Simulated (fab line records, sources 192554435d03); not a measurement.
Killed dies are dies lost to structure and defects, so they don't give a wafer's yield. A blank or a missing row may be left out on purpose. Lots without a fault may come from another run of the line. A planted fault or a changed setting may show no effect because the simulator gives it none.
Chamber matching | flow n5_finfet | N5_BEOL_M5_VIA_ETCH_34 on rie_diel-01: 4 sister chambers
The step etches SiCOH lowk in C4F6/O2, target depth 88.3 nm, time 39.2 s. 18 wafers are shown with their chamber, then 9 later ones without.

WAFERS WITH THEIR CHAMBER
wafer  | chamber | rf_vpp_V (V) | showerhead_plenum_p_Torr (Torr) | throttle_valve_pct (%)
L074.2 | 0       | 642          | 2.87                            | 20.84
L074.3 | 2       | 673          | 2.80                            | 21.29
L074.4 | 1       | 676          | 2.89                            | 20.87
L075.3 | 1       | 676          | 2.89                            | 20.87
L075.5 | 3       | 651          | 2.72                            | 20.88
L075.6 | 0       | 642          | 2.87                            | 20.85
L083.4 | 3       | 651          | 2.72                            | 20.93
L083.5 | 3       | 651          | 2.72                            | 20.92
L083.6 | 0       | 641          | 2.87                            | 20.86
L086.1 | 0       | 642          | 2.86                            | 20.87
L086.2 | 3       | 652          | 2.71                            | 20.92
L086.4 | 3       | 651          | 2.71                            | 20.91
L087.2 | 3       | 651          | 2.71                            | 20.92
L087.3 | 0       | 643          | 2.86                            | 20.85
L087.6 | 0       | 642          | 2.86                            | 20.88
L088.1 | 1       | 675          | 2.88                            | 20.92
L088.2 | 3       | 650          | 2.71                            | 20.91
L088.4 | 2       | 670          | 2.79                            | 20.94

SIGNATURES (means of the wafers above)
reading                  | chamber 0 | chamber 1 | chamber 2 | chamber 3 | scatter within a chamber
rf_vpp_V                 | 642.00    | 675.67    | 671.50    | 651.00    | 0.809
showerhead_plenum_p_Torr | 2.8650    | 2.8867    | 2.7950    | 2.7143    | 0.00559
throttle_valve_pct       | 20.8583   | 20.8867   | 21.1150   | 20.9129   | 0.0684
Rule: a wafer's distance from a chamber is the root of the sum, over the readings, of the square of ((its reading less the chamber's mean) divided by the reading's scatter). The wafer belongs to the nearest chamber; if the next one is less than 2 further off, it can't be placed. The scatter: the root of (the sum of the squares of (reading less its chamber's mean) over the shown wafers, divided by (wafers less chambers)).

WAFERS WITHOUT THEIR CHAMBER
wafer  | rf_vpp_V (V) | showerhead_plenum_p_Torr (Torr) | throttle_valve_pct (%)
L091.1 | 643          | 2.86                            | 20.88
L091.3 | 654          | 2.71                            | 20.93
L091.4 | 674          | 2.88                            | 20.93
L094.2 | 652          | 2.71                            | 20.94
L094.3 | 673          | 2.88                            | 20.94
L094.5 | 672          | 2.78                            | 20.96
L096.2 | 674          | 2.87                            | 20.97
L096.3 | 671          | 2.78                            | 20.98
L096.4 | 650          | 2.71                            | 20.95

WHICH CHAMBER EACH WENT THROUGH
wafer  | from the rows above | in truth
L091.1 | 0                   | 0
L091.3 | 3                   | 3
L091.4 | 1                   | 1
L094.2 | 3                   | 3
L094.3 | 1                   | 1
L094.5 | 2                   | 2
L096.2 | 1                   | 1
L096.3 | 2                   | 2
L096.4 | 3                   | 3
Placed correctly: 9 of 9. Can't be placed from these rows: 0. Placed wrongly: 0.
